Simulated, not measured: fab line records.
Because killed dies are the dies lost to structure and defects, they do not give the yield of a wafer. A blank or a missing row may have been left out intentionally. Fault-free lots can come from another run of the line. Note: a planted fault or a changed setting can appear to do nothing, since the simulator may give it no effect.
fab line records | flow n5_finfet
record: lots: 24 wafers: 72 last_day: 18
route steps=1938 shown BEOL_M10@1513 BEOL_M11@1551
lots with no fault: from the same line, run without faults
start_h: the number of hours between the record's first day and the start of the first shown wafer of the lot | wait_h: hours from the lot's prior step to this one | " the same as in the row above | L1.1+2: a row that stands for several wafers | - value missing, or start not given | * or withheld: withheld | < > ~ a bound
route shown NAME@n: names a module that has steps shown in the file, with the first one's number in the route | usual: the fault-free wafers' mean and standard deviation | same: alike in all rows | chamber/n: place in a boat | sites: per-site readings | _std_site: their standard deviation | _edge_site: outer sites' mean less inner sites' | radius_mm: how far each site lies from the wafer's centre | mask NAME#n: copy n | behind: tool/chamber where the wafer was last shaped | hold: why the lot went on hold/how many hours it stayed there/how the hold came to an end | device: transistor that didn't switch, given as n, p or np | end of line: tests run on the same wafers once the route is complete | where a step has no rows: the recipe by itself | killed: dies lost to structure and defects at the first sort, not the wafer's yield | map: the dies of a wafer, with x for killed, . for not killed, _ for no die there
set.NAME: the setting as run; set.NAME@STEP: as run at that earlier step | model.NAME: the simulator's own value behind a step, which no gauge read
the route's steps for a sample of lots (tables are steps, rows are wafers)
services: from which hour (start_h, from the record's first day; less than 0 if before it) a tool's chamber was out of use, for how many hours, and why
== steps ==
step: N5_BEOL_M10_ETCH_41
recipe: chemistry: CH3F/O2 target: SiCN target_depth_a: 426 taper_deg: 2 time_s: 86 ion_energy_ev: 120 mask_material: TiN pressure_mtorr: 30 source_w: 395 bias_w: 75 Ar_flow_sccm: 150 CH3F_flow_sccm: 30 O2_flow_sccm: 20
usual: drypump_motor_current_A: 5.7/0.46 mfc_ar_sccm: 150.0/0.47 oes_product_au: 0.79/0.077 rf_vpp_V: 297.5/1.3 showerhead_plenum_p_Torr: 2.01/0.054 throttle_valve_pct: 16.41/0.16
columns lot.wafer tool chamber start_h wait_h drypump_motor_current_A mfc_ar_sccm oes_product_au rf_hours_counter_h rf_vpp_V showerhead_plenum_p_Torr throttle_valve_pct
L074.2 rie_diel-05 3 - - 6.3 150.3 0.78 133 297.8 2.00 16.33
L074.3 " 1 " " 5.7 150.2 0.73 189 297.1 2.00 16.54
L074.6 " 2 " " 5.3 150.9 0.86 - 298.0 2.03 16.30
L075.3 rie_diel-01 0 - - 5.1 149.8 0.76 139 296.9 2.00 16.36
L075.4 " 3 " " 6.1 150.5 0.86 - 298.1 2.04 16.13
L075.5 " 2 " " 5.2 149.9 0.75 - 295.6 1.92 16.70
L076.1 rie_diel-02 2 - - 6.3 149.3 0.85 37 300.2 2.13 16.21
L076.2 " 0 " " 5.9 150.5 0.83 68 298.5 2.05 16.39
L076.5 " 2 " " 6.3 149.5 0.85 - 300.3 2.13 16.21
L077.2 rie_diel-05 0 - - 5.9 149.3 0.78 126 297.5 2.00 16.49
L077.4 " 3 " " 6.3 150.3 0.77 144 298.4 2.00 16.36
L077.5 " 2 " " 5.3 150.0 0.83 - 296.1 2.03 16.31
L078.2 rie_diel-02 3 - - 5.4 149.9 0.72 191 296.8 1.98 16.52
L078.5 " 3 " " 5.4 150.7 0.71 - 297.2 1.98 16.52
L078.6 " 2 " " 6.3 150.1 0.83 - 299.3 2.12 16.23
L079.2 rie_diel-01 2 - - 5.2 150.3 0.75 187 294.2 1.92 16.71
L079.3 " 0 " " 5.1 150.2 0.74 151 297.9 2.00 16.38
L079.4 " 1 " " 5.3 150.3 0.98 3 297.6 2.06 16.26
L082.1 rie_diel-05 2 - - 5.3 149.3 0.83 84 297.3 2.03 16.30
L082.2 " 1 " " 5.7 149.9 0.72 202 298.0 2.00 16.56
L082.4 " 3 " " 6.3 149.9 0.76 146 297.1 2.00 16.37
L080.1 rie_diel-01 2 - - 5.3 150.0 0.74 190 296.0 1.92 16.72
L080.2 " 1 " " 5.3 150.7 0.99 5 298.9 2.06 16.28
L080.6 " 2 " " 5.3 149.8 0.75 - 294.7 1.92 16.73
L081.2 rie_diel-02 1 - - 6.3 149.5 0.97 1 297.5 1.97 16.21
L081.3 " 0 " " 5.9 149.6 0.82 84 296.8 2.04 16.43
L081.4 " 3 " " 5.4 151.5 0.70 198 296.8 1.98 16.53
L083.1 rie_diel-01 3 - - 6.1 149.1 0.83 87 295.3 2.04 16.16
L083.2 " 0 " " 5.1 150.7 0.73 158 296.9 2.00 16.41
L083.5 " 1 " " 5.3 149.9 0.94 - 299.0 2.06 16.28
L084.1 rie_diel-02 1 - - 6.3 149.7 0.93 7 297.7 1.97 16.22
L084.3 " 3 " " 5.4 150.0 0.71 204 297.7 1.98 16.56
L084.5 " 1 " " 6.3 150.3 0.94 - 297.7 1.96 16.23
L085.3 rie_diel-02 0 - - 5.9 149.5 0.81 87 296.5 2.04 16.44
L085.5 " 1 " " 6.3 150.6 0.94 - 297.8 1.97 16.23
L085.6 " 2 " " 6.3 149.3 0.82 - 298.9 2.12 16.24
L086.1 rie_diel-02 0 - - 5.9 150.8 0.80 92 298.0 2.04 16.42
L086.4 " 3 " " 5.4 149.6 0.70 210 297.5 1.97 16.56
L086.5 " 0 " " 5.9 149.4 0.80 - 297.7 2.04 16.44
L087.1 rie_diel-01 2 - - 5.3 150.2 0.73 208 294.7 1.91 16.76
L087.5 " 2 " " 5.2 150.3 0.72 - 296.1 1.91 16.76
L087.6 " 1 " " 5.3 148.9 0.93 - 299.0 2.06 16.31
L088.1 rie_diel-02 3 - - 5.4 149.6 0.70 211 296.7 1.97 16.57
L088.2 " 2 " " 6.3 149.3 0.82 68 299.9 2.12 16.26
L088.4 " 1 " " 6.3 150.2 0.91 14 295.7 1.96 16.26
L089.2 rie_diel-02 2 - - 6.3 149.8 0.81 68 298.0 2.12 16.27
L089.4 " 1 " " 6.3 149.9 0.91 14 297.0 1.96 16.25
L089.5 " 3 " " 5.4 150.4 0.70 - 296.6 1.97 16.57
L091.1 rie_diel-05 2 - - 5.3 150.1 0.80 104 297.4 2.02 16.34
L091.2 " 1 " " 5.7 149.9 0.71 221 297.3 1.99 16.60
L091.4 " 0 " " 6.0 150.6 0.76 149 297.8 2.00 16.53
L090.1 rie_diel-05 1 - - 5.7 149.7 0.71 221 297.4 1.99 16.59
L090.4 " 0 " " 5.9 149.6 0.76 149 295.7 2.00 16.53
L090.6 " 2 " " 5.3 149.4 0.80 - 296.9 2.02 16.36
L092.3 rie_diel-01 3 - - 6.1 150.5 0.80 109 298.7 2.03 16.21
L092.5 " 1 " " 5.3 150.3 0.91 - 298.4 2.05 16.34
L092.6 " 0 " " 5.1 149.2 0.72 - 296.1 1.99 16.43
L093.4 rie_diel-05 0 - - 5.9 150.8 0.75 157 298.0 1.99 16.54
L093.5 " 2 " " 5.3 149.9 0.79 - 297.8 2.02 16.36
L093.6 " 3 " " 6.3 150.0 0.74 - 299.1 1.99 16.44
L095.1 rie_diel-02 2 - - 6.3 149.5 0.79 83 299.5 2.11 16.28
L095.3 " 3 " " 5.4 150.0 0.69 228 298.0 1.97 16.60
L095.6 " 3 " " 5.4 149.7 0.68 - 295.7 1.97 16.61
L094.2 rie_diel-02 3 - - 5.4 149.9 0.69 229 297.5 1.97 16.60
L094.4 " 2 " " 6.3 150.1 0.80 84 300.0 2.11 16.29
L094.5 " 3 " " 5.4 149.9 0.69 - 297.4 1.97 16.60
L096.1 rie_diel-01 0 - - 5.1 150.2 0.71 190 296.9 1.99 16.45
L096.2 " 2 " " 5.2 149.6 0.71 225 295.9 1.91 16.79
L096.4 " 3 " " 6.1 150.3 0.79 120 297.0 2.03 16.23
L097.1 rie_diel-01 1 - - 5.3 149.2 0.87 51 298.1 2.05 16.36
L097.4 " 3 " " 6.1 149.9 0.79 128 298.6 2.02 16.23
L097.6 " 2 " " 5.3 150.9 0.71 - 295.8 1.90 16.80
step: N5_BEOL_M10_CD_MEAS_35
recipe: target_cd_nm: 70 polarity: opening
usual: cd_nm: 69.9/0.7
columns lot.wafer tool chamber start_h wait_h cd_nm
L074.2 cd_sem-01 - 214.60 0.0 71.2
L074.3 " - " " 70.0
L074.6 " - " " 70.7
L075.3 cd_sem-01 - 222.98 0.0 69.0
L075.4 " - " " 69.0
L075.5 " - " " 69.4
L076.1 cd_sem-03 - 223.68 0.0 69.5
L076.2 " - " " 68.8
L076.5 " - " " 69.2
L077.2 cd_sem-03 - 242.18 0.0 69.3
L077.4 " - " " 69.9
L077.5 " - " " 70.4
L078.2 cd_sem-02 - 249.31 0.0 70.3
L078.5 " - " " 69.8
L078.6 " - " " 69.6
L079.2 cd_sem-03 - 249.63 0.0 68.8
L079.3 " - " " 68.3
L079.4 " - " " 68.7
L082.1 cd_sem-01 - 249.91 0.0 70.0
L082.2 " - " " 70.2
L082.4 " - " " 71.0
L080.1 cd_sem-03 - 256.60 0.0 71.3
L080.2 " - " " 70.4
L080.6 " - " " 71.6
L081.2 cd_sem-01 - 267.34 0.0 70.3
L081.3 " - " " 70.4
L081.4 " - " " 70.6
L083.1 cd_sem-02 - 267.38 0.0 70.0
L083.2 " - " " 70.2
L083.5 " - " " 69.0
L084.1 cd_sem-02 - 283.42 0.0 71.0
L084.3 " - " " 70.0
L084.5 " - " " 69.8
L085.3 cd_sem-03 - 283.89 0.0 71.1
L085.5 " - " " 70.4
L085.6 " - " " 70.4
L086.1 cd_sem-01 - 301.85 0.0 70.3
L086.4 " - " " 70.6
L086.5 " - " " 70.8
L087.1 cd_sem-02 - 304.59 0.0 69.3
L087.5 " - " " 70.0
L087.6 " - " " 69.7
L088.1 cd_sem-02 - 304.77 0.0 69.3
L088.2 " - " " 70.6
L088.4 " - " " 70.6
L089.2 cd_sem-01 - 305.28 0.0 70.9
L089.4 " - " " 70.8
L089.5 " - " " 71.2
L091.1 cd_sem-03 - 312.99 0.0 69.6
L091.2 " - " " 69.8
L091.4 " - " " 70.1
L090.1 cd_sem-01 - 313.46 0.0 69.9
L090.4 " - " " 71.0
L090.6 " - " " 70.1
L092.3 cd_sem-03 - 329.48 0.0 70.1
L092.5 " - " " 69.6
L092.6 " - " " 70.0
L093.4 cd_sem-02 - 337.41 0.0 70.1
L093.5 " - " " 69.7
L093.6 " - " " 70.2
L095.1 cd_sem-01 - 354.01 0.0 68.7
L095.3 " - " " 68.8
L095.6 " - " " 68.3
L094.2 cd_sem-02 - 355.07 0.0 69.9
L094.4 " - " " 69.6
L094.5 " - " " 70.3
L096.1 cd_sem-03 - 358.21 0.0 69.6
L096.2 " - " " 70.3
L096.4 " - " " 70.2
L097.1 cd_sem-01 - 376.29 0.0 69.6
L097.4 " - " " 69.9
L097.6 " - " " 70.8
step: N5_BEOL_M10_ALD_74
recipe: material: TaN target_thk_a: 20 temp_c: 275 ald_precursor_family: PDMAT ald_co_reactant: NH3 pressure_torr: 3 carrier_flow_sccm: 1500 pulse_time_s: 2 purge_time_s: 3 co_reactant_purge_time_s: 2 co_reactant_pulse_time_s: 3 ald_cycles: 40 precursor_vessel_temp_c: 75 precursor_vessel_pressure_torr: 26.25 precursor_vessel_carrier_sccm: 1000
usual: heater_power_w: 397/34 mfc_carrier_sccm: 1500/4.6
same: co_reactant_pulse_time_s: 3
columns lot.wafer tool chamber start_h wait_h heater_power_w mfc_carrier_sccm
L074.2 ald_metal-01 0 215.49 0.0 419 1498
L074.3 " 1 " " 436 1502
L074.6 " 1 " " 421 1494
L075.3 ald_metal-01 0 223.84 0.1 401 1497
L075.4 " 1 " " 442 1498
L075.5 " 0 " " 409 1495
L076.1 ald_metal-02 3 226.19 0.0 396 1498
L076.2 " 1 " " 378 1490
L076.5 " 1 " " 377 1488
L077.2 ald_metal-02 1 243.19 0.0 380 1503
L077.4 " 2 " " 395 1498
L077.5 " 0 " " 402 1502
L078.2 ald_metal-01 0 249.77 0.0 421 1495
L078.5 " 1 " " 426 1492
L078.6 " 2 " " 364 1503
L079.2 ald_metal-03 0 250.11 0.1 349 1492
L079.3 " 1 " " 410 1505
L079.4 " 2 " " 352 1506
L082.1 ald_metal-03 1 251.23 0.1 406 1500
L082.2 " 2 " " 338 1498
L082.4 " 0 " " 342 1509
L080.1 ald_metal-02 3 257.07 0.0 420 1497
L080.2 " 1 " " 379 1492
L080.6 " 0 " " 399 1497
L081.2 ald_metal-01 1 268.14 0.0 427 1504
L081.3 " 0 " " 411 1497
L081.4 " 2 " " 375 1496
L083.1 ald_metal-02 2 268.27 0.1 392 1499
L083.2 " 0 " " 395 1503
L083.5 " 2 " " 393 1500
L084.1 ald_metal-01 3 284.12 0.0 468 1497
L084.3 " 2 " " 371 1504
L084.5 " 1 " " 438 1497
L085.3 ald_metal-03 2 284.57 0.1 346 1499
L085.5 " 1 " " 396 1501
L085.6 " 0 " " 342 1500
L086.1 ald_metal-03 3 302.39 0.0 430 1493
L086.4 " 0 " " 343 1506
L086.5 " 3 " " 422 1499
L087.1 ald_metal-03 1 305.45 0.0 408 1494
L087.5 " 0 " " 352 1498
L087.6 " 1 " " 401 1498
L088.1 ald_metal-01 3 305.67 0.2 467 1499
L088.2 " 1 " " 429 1501
L088.4 " 0 " " 418 1509
L089.2 ald_metal-03 1 307.63 0.0 399 1505
L089.4 " 3 " " 433 1498
L089.5 " 2 " " 344 1496
L091.1 ald_metal-01 2 317.13 0.0 367 1499
L091.2 " 3 " " 477 1502
L091.4 " 1 " " 444 1507
L090.1 ald_metal-02 0 317.33 0.2 407 1503
L090.4 " 2 " " 391 1501
L090.6 " 3 " " 408 1502
L092.3 ald_metal-02 0 330.56 0.3 401 1507
L092.5 " 2 " " 407 1505
L092.6 " 3 " " 400 1504
L093.4 ald_metal-03 3 338.38 0.2 420 1493
L093.5 " 2 " " 343 1499
L093.6 " 1 " " 399 1503
L095.1 ald_metal-03 3 354.51 0.0 421 1497
L095.3 " 0 " " 354 1503
L095.6 " 1 " " 399 1497
L094.2 ald_metal-03 0 357.29 0.1 353 1495
L094.4 " 2 " " 334 1499
L094.5 " 2 " " 335 1502
L096.1 ald_metal-01 3 358.77 0.0 468 1493
L096.2 " 1 " " 439 1502
L096.4 " 2 " " 380 1500
L097.1 ald_metal-02 1 376.99 0.0 358 1500
L097.4 " 2 " " 393 1494
L097.6 " 0 " " 399 1503
step: N5_BEOL_M10_SPUTTER_48
recipe: material: Cu target_thk_a: 120 temp_c: -20 bias_v: 60 power_w: 26000 chamber_pressure_pa: 0.13 time_s: 2
usual: throttle_valve_pct: 30.0/0.91
columns lot.wafer tool chamber start_h wait_h throttle_valve_pct
L074.2 pvd_sputter-03 - 216.23 0.2 30.0
L074.3 " - " " 29.2
L074.6 " - " " 29.8
L075.3 pvd_sputter-02 - 225.84 1.4 30.9
L075.4 " - " " 30.7
L075.5 " - " " 30.9
L076.1 pvd_sputter-03 - 226.65 0.1 29.5
L076.2 " - " " 28.8
L076.5 " - " " 28.8
L077.2 pvd_sputter-01 - 244.22 0.2 31.3
L077.4 " - " " 30.3
L077.5 " - " " 31.3
L078.2 pvd_sputter-03 - 250.31 0.1 30.0
L078.5 " - " " 29.8
L078.6 " - " " 29.2
L079.2 pvd_sputter-03 - 251.37 0.2 30.3
L079.3 " - " " 29.3
L079.4 " - " " 28.4
L082.1 pvd_sputter-03 - 251.75 0.1 29.1
L082.2 " - " " 29.9
L082.4 " - " " 30.3
L080.1 pvd_sputter-03 - 257.63 0.1 29.1
L080.2 " - " " 30.1
L080.6 " - " " 29.9
L081.2 pvd_sputter-02 - 268.75 0.1 30.4
L081.3 " - " " 30.8
L081.4 " - " " 29.4
L083.1 pvd_sputter-02 - 268.83 0.1 31.0
L083.2 " - " " 30.4
L083.5 " - " " 31.0
L084.1 pvd_sputter-02 - 284.86 0.3 31.1
L084.3 " - " " 30.6
L084.5 " - " " 31.1
L085.3 pvd_sputter-01 - 286.45 1.1 31.3
L085.5 " - " " 28.3
L085.6 " - " " 31.5
L086.1 pvd_sputter-02 - 304.57 1.4 31.0
L086.4 " - " " 29.3
L086.5 " - " " 29.4
L087.1 pvd_sputter-02 - 307.51 1.3 29.2
L087.5 " - " " 31.1
L087.6 " - " " 31.4
L088.1 pvd_sputter-03 - 307.79 0.2 28.4
L088.2 " - " " 30.2
L088.4 " - " " 29.3
L089.2 pvd_sputter-03 - 308.45 0.1 29.2
L089.4 " - " " 30.1
L089.5 " - " " 29.5
L091.1 pvd_sputter-02 - 317.71 0.1 29.2
L091.2 " - " " 30.6
L091.4 " - " " 31.2
L090.1 pvd_sputter-02 - 317.87 0.1 29.4
L090.4 " - " " 31.0
L090.6 " - " " 31.0
L092.3 pvd_sputter-01 - 333.28 0.1 31.4
L092.5 " - " " 31.6
L092.6 " - " " 28.4
L093.4 pvd_sputter-03 - 339.37 0.1 30.3
L093.5 " - " " 30.2
L093.6 " - " " 29.5
L095.1 pvd_sputter-03 - 355.05 0.1 29.6
L095.3 " - " " 28.7
L095.6 " - " " 29.3
L094.2 pvd_sputter-03 - 358.03 0.2 30.2
L094.4 " - " " 29.4
L094.5 " - " " 29.5
L096.1 pvd_sputter-03 - 359.47 0.2 30.0
L096.2 " - " " 29.5
L096.4 " - " " 29.6
L097.1 pvd_sputter-01 - 377.52 0.1 31.4
L097.4 " - " " 28.3
L097.6 " - " " 30.6
step: N5_BEOL_M11_INSPECT_13
recipe: mode: adi inspect_instrument: brightfield
usual: raw_defect_count: 396/120
columns lot.wafer tool chamber start_h wait_h raw_defect_count
L074.2 defect_inspect-01 - 220.45 0.0 453
L074.3 " - " " 325
L074.6 " - " " 446
L075.3 defect_inspect-01 - 230.03 0.0 321
L075.4 " - " " 409
L075.5 " - " " 483
L076.1 defect_inspect-02 - 230.29 0.0 618
L076.2 " - " " 458
L076.5 " - " " 682
L077.2 defect_inspect-01 - 247.98 0.0 426
L077.4 " - " " 382
L077.5 " - " " 323
L078.2 defect_inspect-01 - 252.80 0.0 280
L078.5 " - " " 285
L078.6 " - " " 351
L079.2 defect_inspect-02 - 256.94 0.0 335
L079.3 " - " " 271
L079.4 " - " " 471
L082.1 defect_inspect-01 - 257.15 0.0 348
L082.2 " - " " 306
L082.4 " - " " 478
L080.1 defect_inspect-02 - 260.38 0.0 361
L080.2 " - " " 369
L080.6 " - " " 441
L081.2 defect_inspect-02 - 273.98 0.0 408
L081.3 " - " " 496
L081.4 " - " " 426
L083.1 defect_inspect-02 - 274.15 0.0 544
L083.2 " - " " 524
L083.5 " - " " 337
L084.1 defect_inspect-02 - 288.39 0.0 322
L084.3 " - " " 426
L084.5 " - " " 437
L085.3 defect_inspect-01 - 289.25 0.0 310
L085.5 " - " " 234
L085.6 " - " " 255
L086.1 defect_inspect-02 - 308.47 0.0 575
L086.4 " - " " 816
L086.5 " - " " 490
L088.1 defect_inspect-01 - 310.95 0.0 240
L088.2 " - " " 332
L088.4 " - " " 258
L087.1 defect_inspect-01 - 311.16 0.0 316
L087.5 " - " " 388
L087.6 " - " " 374
L089.2 defect_inspect-02 - 311.32 0.0 379
L089.4 " - " " 395
L089.5 " - " " 377
L091.1 defect_inspect-02 - 321.13 0.0 675
L091.2 " - " " 596
L091.4 " - " " 671
L090.1 defect_inspect-01 - 321.29 0.0 270
L090.4 " - " " 250
L090.6 " - " " 288
L092.3 defect_inspect-01 - 337.40 0.0 426
L092.5 " - " " 338
L092.6 " - " " 382
L093.4 defect_inspect-01 - 342.32 0.0 324
L093.5 " - " " 345
L093.6 " - " " 324
L095.1 defect_inspect-01 - 358.48 0.0 241
L095.3 " - " " 222
L095.6 " - " " 292
L094.2 defect_inspect-02 - 360.28 0.0 341
L094.4 " - " " 370
L094.5 " - " " 592
L096.1 defect_inspect-01 - 362.36 0.0 406
L096.2 " - " " 351
L096.4 " - " " 449
L097.1 defect_inspect-02 - 380.36 0.0 285
L097.4 " - " " 383
L097.6 " - " " 406
step: N5_BEOL_M11_DESCUM_16
recipe: chemistry: O2 time_s: 7.9 source_power_w: 50 bias_power_w: 20 pressure_mtorr: 20 rf_frequency_hz: 2.712e+07 temp_c: 40 resist: CAR-ArF o2_flow_sccm: 225
usual: drypump_motor_current_A: 5.7/0.54 oes_product_au: 0.83/0.077 rf_vpp_V: 244.0/1.4 showerhead_plenum_p_Torr: 2.15/0.066 throttle_valve_pct: 20.31/0.25
columns lot.wafer tool chamber start_h wait_h drypump_motor_current_A oes_product_au rf_hours_counter_h rf_vpp_V showerhead_plenum_p_Torr throttle_valve_pct
L074.2 rie_diel-03 3 220.48 0.0 6.2 0.89 27 245.0 2.23 20.43
L074.3 " 1 " " 5.4 0.73 202 244.6 2.17 20.59
L074.6 " 1 " " 5.4 0.73 - 242.6 2.17 20.59
L075.3 rie_diel-04 2 230.06 0.0 5.4 0.88 44 246.1 2.22 20.24
L075.4 " 3 " " 5.5 0.87 38 244.6 2.12 20.00
L075.5 " 2 " " 5.4 0.87 - 245.1 2.22 20.26
L076.1 rie_diel-03 0 230.42 0.1 5.9 0.94 23 244.6 2.22 20.11
L076.2 " 1 " " 5.4 0.73 205 244.5 2.17 20.60
L076.5 " 2 " " 5.1 0.68 - 241.3 1.99 20.69
L077.2 rie_diel-03 0 248.01 0.0 5.8 0.91 30 245.0 2.22 20.11
L077.4 " 1 " " 5.4 0.73 209 243.1 2.17 20.59
L077.5 " 2 " " 5.1 0.67 - 241.6 1.98 20.69
L078.2 rie_diel-06 0 252.84 0.0 5.9 0.87 44 243.8 2.16 20.42
L078.5 " 0 " " 5.9 0.87 - 244.0 2.16 20.41
L078.6 " 3 " " 5.9 0.75 - 243.6 2.09 20.28
L079.2 rie_diel-04 0 257.10 0.2 6.4 0.84 63 243.0 2.13 20.69
L079.3 " 1 " " 4.7 0.91 15 243.5 2.15 19.90
L079.4 " 3 " " 5.5 0.85 46 244.6 2.12 20.02
L082.1 rie_diel-03 1 257.47 0.3 5.4 0.72 212 244.2 2.17 20.61
L082.2 " 0 " " 5.9 0.92 33 245.1 2.22 20.14
L082.4 " 1 " " 5.4 0.72 - 245.0 2.17 20.59
L080.1 rie_diel-06 3 260.41 0.0 6.0 0.75 168 244.1 2.09 20.27
L080.2 " 2 " " 5.5 0.85 39 242.6 2.05 19.95
L080.6 " 2 " " 5.5 0.87 - 241.9 2.05 19.95
L081.2 rie_diel-03 0 274.02 0.0 5.9 0.91 38 246.4 2.21 20.12
L081.3 " 2 " " 5.1 0.97 1 246.2 2.25 20.20
L081.4 " 3 " " 6.2 0.86 43 246.0 2.22 20.47
L083.1 rie_diel-06 2 274.41 0.3 5.5 0.86 43 243.0 2.04 19.95
L083.2 " 3 " " 6.0 0.76 171 242.3 2.09 20.28
L083.5 " 0 " " 5.9 0.86 - 243.0 2.16 20.41
L084.1 rie_diel-03 2 288.43 0.0 5.1 0.95 6 246.0 2.25 20.20
L084.3 " 1 " " 5.4 0.72 222 244.1 2.17 20.60
L084.5 " 3 " " 6.2 0.85 - 244.2 2.22 20.46
L085.3 rie_diel-03 3 289.28 0.0 6.2 0.85 48 244.6 2.22 20.48
L085.5 " 1 " " 5.4 0.72 - 244.4 2.16 20.62
L085.6 " 2 " " 5.1 0.94 - 245.2 2.25 20.23
L086.1 rie_diel-04 1 308.51 0.0 4.7 0.88 30 243.8 2.14 19.91
L086.4 " 3 " " 5.5 0.83 61 243.7 2.11 20.03
L086.5 " 1 " " 4.7 0.89 - 243.6 2.14 19.92
L088.1 rie_diel-03 2 310.98 0.0 5.1 0.93 11 246.9 2.24 20.23
L088.2 " 0 " " 5.9 0.88 49 246.1 2.21 20.15
L088.4 " 0 " " 5.9 0.89 - 245.1 2.21 20.15
L087.1 rie_diel-06 3 311.21 0.1 6.0 0.75 183 242.5 2.08 20.32
L087.5 " 1 " " 6.7 0.66 - 242.9 2.13 20.60
L087.6 " 0 " " 5.9 0.85 - 244.2 2.15 20.43
L089.2 rie_diel-04 1 311.36 0.0 4.7 0.88 31 244.5 2.14 19.91
L089.4 " 0 " " 6.4 0.82 78 243.7 2.13 20.71
L089.5 " 2 " " 5.4 0.84 - 244.4 2.21 20.29
L091.1 rie_diel-04 1 321.17 0.0 4.7 0.87 32 242.9 2.14 19.92
L091.2 " 2 " " 5.4 0.82 69 243.1 2.21 20.30
L091.4 " 0 " " 6.4 0.81 80 244.3 2.13 20.72
L090.1 rie_diel-03 0 321.33 0.0 5.9 0.89 53 244.6 2.21 20.15
L090.4 " 0 " " 5.9 0.88 - 244.1 2.21 20.14
L090.6 " 2 " " 5.1 0.92 - 246.5 2.24 20.22
L092.3 rie_diel-06 2 337.44 0.0 5.5 0.85 60 242.6 2.04 19.97
L092.5 " 2 " " 5.5 0.84 - 242.1 2.04 19.98
L092.6 " 3 " " 6.0 0.73 - 243.3 2.08 20.31
L093.4 rie_diel-03 3 342.60 0.3 6.2 0.82 - 245.4 2.22 20.51
L093.5 " 0 " " 5.9 0.87 - 244.2 2.21 20.17
L093.6 " 2 " " 5.1 0.90 - 244.1 2.24 20.24
L095.1 rie_diel-04 1 358.51 0.0 4.7 0.87 44 242.9 2.13 19.94
L095.3 " 3 " " 5.5 0.82 74 242.7 2.11 20.07
L095.6 " 3 " " 5.5 0.82 - 242.0 2.11 20.06
L094.2 rie_diel-06 1 360.31 0.0 6.8 0.97 3 242.6 2.13 20.21
L094.4 " 2 " " 5.4 0.83 68 244.0 2.04 19.99
L094.5 " 0 " " 5.9 0.83 - 242.9 2.14 20.47
L096.1 rie_diel-06 0 362.63 0.3 5.9 0.82 83 243.1 2.14 20.46
L096.2 " 3 " " 6.0 0.72 202 242.9 2.08 20.33
L096.4 " 1 " " 6.7 0.96 4 242.8 2.13 20.20
L097.1 rie_diel-04 3 380.80 0.4 5.5 0.81 81 242.5 2.11 20.06
L097.4 " 2 " " 5.4 0.81 86 245.0 2.20 20.32
L097.6 " 0 " " 6.5 0.79 - 243.0 2.12 20.77
== services ==
columns tool chamber start_h hours kind
rie_diel-02 1 215.45 4.4 repair
ald_metal-01 3 219.42 15.4 repair
rie_diel-01 - 223.56 0.1 repair
rie_diel-03 1 231.32 3.0 repair
ald_metal-01 0 234.97 1.9 repair
rie_diel-06 2 238.25 3.6 repair
rie_diel-02 1 250.21 - clean
rie_diel-02 1 250.21 - consumable_replace:focus_ring
rie_diel-02 1 250.21 13.8 scheduled_down
rie_diel-02 1 250.21 13.8 vent_cycle
ald_metal-03 1 269.22 2.1 repair
rie_diel-02 - 274.83 1.4 repair
rie_diel-04 - 275.75 2.8 pm
pvd_sputter-03 - 291.12 9.5 repair
rie_diel-03 0 295.00 6.5 repair
rie_diel-06 2 321.04 7.1 repair
ald_metal-02 - 322.74 0.6 repair
ald_metal-02 - 337.25 14.0 pm
ald_metal-01 - 345.11 2.8 pm
rie_diel-05 - 348.85 15.6 pm
ald_metal-02 - 351.25 2.8 pm
rie_diel-01 2 353.33 4.1 repair
rie_diel-04 2 355.01 6.3 repair
ald_metal-03 - 373.30 2.8 pm
== key ==
fault none
